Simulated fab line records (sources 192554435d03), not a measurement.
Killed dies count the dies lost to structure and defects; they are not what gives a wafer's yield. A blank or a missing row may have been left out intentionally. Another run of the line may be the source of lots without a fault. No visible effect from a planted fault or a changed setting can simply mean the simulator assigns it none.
Chamber matching ; flow n5_finfet ; rie_diel-03 running N5_BEOL_M3_ETCH_69: 4 sister chambers
The step etches SiARC in CF4, target depth 15.6 nm, time 26 s. 8 wafers are shown with their chamber, then 7 later ones without.

== WAFERS WITH THEIR CHAMBER ==
wafer;chamber;showerhead_plenum_p_Torr (Torr);throttle_valve_pct (%)
L334.3;2;2.12;15.94
L334.4;3;2.20;15.82
L334.6;1;2.18;15.32
L343.1;2;2.11;15.47
L343.3;0;2.18;15.10
L343.5;0;2.18;15.12
L344.3;3;2.19;15.90
L344.5;1;2.17;15.34

== WAFERS WITH NO CHAMBER GIVEN ==
wafer;showerhead_plenum_p_Torr (Torr);throttle_valve_pct (%)
L344.6;2.18;15.11
L346.2;2.19;15.88
L346.4;2.18;15.11
L346.6;2.11;15.48
L345.1;2.17;15.36
L345.2;2.19;15.89
L345.3;2.11;15.45

== THE CHAMBER EACH PASSED THROUGH ==
wafer;from the rows above;in truth
L344.6;can't be placed: 0 or 1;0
L346.2;3;3
L346.4;can't be placed: 0 or 1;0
L346.6;2;2
L345.1;can't be placed: 1 or 0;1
L345.2;3;3
L345.3;2;2
4 of 7 placed correctly. Cannot be placed on the basis of these rows: 3; the candidates contain the true chamber in 3. 0 placed wrongly.
How it was worked out, from the rows above alone: a wafer's distance from a chamber is the root of the sum, over the readings, of the square of ((its reading less the chamber's mean) divided by the reading's scatter). If the next closest chamber is less than 2 further off than the closest, the wafer can't be placed; otherwise it belongs to the closest. For every chamber, the mean is computed from those of its wafers that are shown. The scatter: the root of (the sum of the squares of (reading less its chamber's mean) over the shown wafers, divided by (wafers less chambers)).
